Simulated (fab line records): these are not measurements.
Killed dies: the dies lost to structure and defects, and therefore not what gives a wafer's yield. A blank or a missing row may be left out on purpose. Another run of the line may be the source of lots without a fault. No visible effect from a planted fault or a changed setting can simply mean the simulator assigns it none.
Chamber matching    flow n5_finfet    rie_diel-02 running N5_BEOL_M13_ETCH_38: 4 sister chambers
The step etches SiCN in CF4/N2, target depth 67.5 nm, time 71.9 s. 20 wafers are shown with their chamber, then 10 later ones without.

## WAFERS, EACH WITH ITS CHAMBER
wafer   chamber  drypump_motor_current_A (A)  showerhead_plenum_p_Torr (Torr)  throttle_valve_pct (%)
L074.2  1        6.2                          2.17                             15.33
L074.3  3        6.5                          2.20                             15.61
L074.6  3        6.5                          2.20                             15.61
L079.1  2        6.7                          2.22                             15.74
L079.2  1        6.2                          2.17                             15.34
L079.4  0        5.0                          2.33                             15.08
L080.1  2        6.8                          2.22                             15.74
L080.3  3        6.5                          2.19                             15.63
L080.4  0        5.0                          2.33                             15.10
L081.1  0        5.1                          2.33                             15.09
L081.3  2        6.8                          2.22                             15.74
L081.5  3        6.5                          2.19                             15.64
L085.1  3        6.4                          2.19                             15.64
L085.4  0        5.0                          2.32                             15.10
L085.5  2        6.7                          2.22                             15.78
L089.1  3        6.4                          2.19                             15.66
L089.2  1        6.2                          2.16                             15.36
L089.4  2        6.7                          2.22                             15.77
L090.3  1        6.2                          2.16                             15.38
L090.4  0        5.0                          2.32                             15.13

SIGNATURES (means of the wafers above)
reading                   chamber 0  chamber 1  chamber 2  chamber 3  scatter within a chamber
drypump_motor_current_A   5.020      6.200      6.740      6.467      0.0456
showerhead_plenum_p_Torr  2.3260     2.1650     2.2200     2.1933     0.0047
throttle_valve_pct        15.1000    15.3525    15.7540    15.6317    0.0198
Rule: for a wafer and a chamber, the distance is found by dividing, reading by reading, the gap between the wafer's reading and the chamber's mean by the reading's scatter, squaring, summing and taking the root. The wafer belongs to the nearest chamber; if the next one is less than 2 further off, it can't be placed. How the scatter is found: for the shown wafers, subtract from each reading the mean of its chamber, square and add these, divide the total by (wafers less chambers), then take the root.

## WAFERS MISSING THEIR CHAMBER
wafer   drypump_motor_current_A (A)  showerhead_plenum_p_Torr (Torr)  throttle_valve_pct (%)
L090.6  6.7                          2.21                             15.78
L091.1  5.0                          2.32                             15.13
L091.3  6.7                          2.22                             15.79
L091.4  6.2                          2.16                             15.39
L093.2  6.5                          2.19                             15.68
L093.5  6.1                          2.16                             15.40
L093.6  6.8                          2.21                             15.80
L097.1  6.2                          2.16                             15.40
L097.2  6.7                          2.21                             15.82
L097.6  6.7                          2.21                             15.81

## WHICH CHAMBER EACH ONE RAN IN
wafer   from the rows above  in truth
L090.6  2                    2
L091.1  0                    0
L091.3  2                    2
L091.4  1                    1
L093.2  3                    3
L093.5  1                    1
L093.6  2                    2
L097.1  1                    1
L097.2  2                    2
L097.6  2                    2
Placed correctly: 10 of 10. Not placeable from these rows: 0. Wrongly placed: 0.
